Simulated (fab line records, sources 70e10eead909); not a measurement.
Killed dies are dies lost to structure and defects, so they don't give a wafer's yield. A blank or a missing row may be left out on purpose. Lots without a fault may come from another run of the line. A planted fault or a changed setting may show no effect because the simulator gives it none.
A struck lot beside a sound one | flow nand_harc | 12 steps out of a route of 1302
Sound: wafers L740.3, L740.4, L740.6. Struck: wafers L733.1, L733.3, L733.6. The cause comes at the end.
At each step with rows: each side's tool, then ch and its chambers, then its first start. Under that, the readings that differ: sound wafers | struck wafers | difference of the means | sigmas: that difference in standard deviations of wafers without a fault.
alike: readings whose means differ by less than 2 such deviations, and words and numbers that are the same on both sides. not compared: withheld readings, readings that some wafer has no value for, bounds like >300 that may hide the same value, and numbers for which the record gives no deviation and whose values overlap.
The two part at a step that has a row with sigmas, a row that says differs or no value, or rows on one side only. Numbers that don't overlap but have no deviation are shown without sigmas and don't part them. A reading that every wafer of one side lacks parts them only if that side has two wafers or more.

first, 1 step without rows for these wafers: NHARC_A_WL_FILL_RTA_01 (time 5 s).
NHARC_A_WL_FILL_ALD_02: deposits TiN, target thk 2 nm, pulse time 3 s, ald cycles 100.
  sound on ald_metal-02 ch 0,1,3, day 25 09:57; struck on ald_metal-01 ch 0,1,2, day 22 09:30
  alike: ald_cycles, heater_power_outer_w, heater_power_w, precursor_pulse_height_rel
NHARC_A_WL_FILL_CVD_03: deposits W, target thk 40 nm, time 279 s.
  sound on cvd_w-01 ch 0,1, day 25 10:29; struck on cvd_w-01 ch 0, day 22 09:56
  alike: chamber_pressure_Torr, heater_power_outer_w, heater_power_w, mfc_ar_sccm, throttle_valve_pct
NHARC_A_WL_FILL_ETCHBACK_04: etches the open film in NF3, target depth 60 nm, time 120 s.
  sound on rie_metal-01 ch 0,1, day 25 10:50; struck on rie_metal-02 ch 0, day 22 10:21
  alike: drypump_motor_current_A, oes_product_au
  not compared: rf_hours_counter_h
then, 1 step without rows for these wafers: NHARC_A_WL_FILL_ETCHBACK_05 (etches the open film in Cl2/BCl3, target depth 22 nm, time 60 s).
NHARC_A_WL_FILL_STRIP_27: strips in N2/H2, time 20 s.
  sound on plasma_asher-01 ch 0,1, day 25 11:11; struck on plasma_asher-01 ch 0,1, day 22 10:43
  alike: drypump_motor_current_A, heater_power_w
  not compared: rf_hours_counter_h
then, 4 steps without rows for these wafers: NHARC_A_WL_FILL_STRIP_28 (strips in post etch residue remover, time 1200 s); NHARC_A_WL_FILL_PRECLEAN_06 (cleans in DIW, time 300 s); NHARC_A_WL_FILL_SRD_07; NHARC_A_WL_FILL_ANNEAL_08 (time 1800 s).
NHARC_A_WL_FILL_ALD_10: deposits SiO2, target thk 50 nm, pulse time 10 s, ald cycles 500.
  sound on ald_hk-02 ch 0,1,2, day 25 18:56; struck on ald_hk-02 ch 1,2,3, day 22 17:10
  reading    | sound       | struck      | difference | sigmas
  ald_cycles | 500 500 500 | 278 278 278 | -222       |
  alike: heater_power_outer_w, heater_power_w, precursor_pulse_height_rel
NHARC_A_WL_FILL_ETCHBACK_16: etches the open film in C4F8/O2/Ar, target depth 120 nm, time 24 s.
  sound on rie_diel-04 ch 0,2,3; struck on rie_diel-04 ch 1,3
  reading               | sound          | struck         | difference | sigmas
  oes_product_au (a.u.) | 0.98 1.01 1.00 | 0.92 0.93 0.91 | -0.08      | -2
  alike: rf_fwd_power_W, rf_vpp_V
  not compared: rf_hours_counter_h

WHERE THEY PART
Only at NHARC_A_WL_FILL_ETCHBACK_16, within this record.

WHY: what the simulator had put in
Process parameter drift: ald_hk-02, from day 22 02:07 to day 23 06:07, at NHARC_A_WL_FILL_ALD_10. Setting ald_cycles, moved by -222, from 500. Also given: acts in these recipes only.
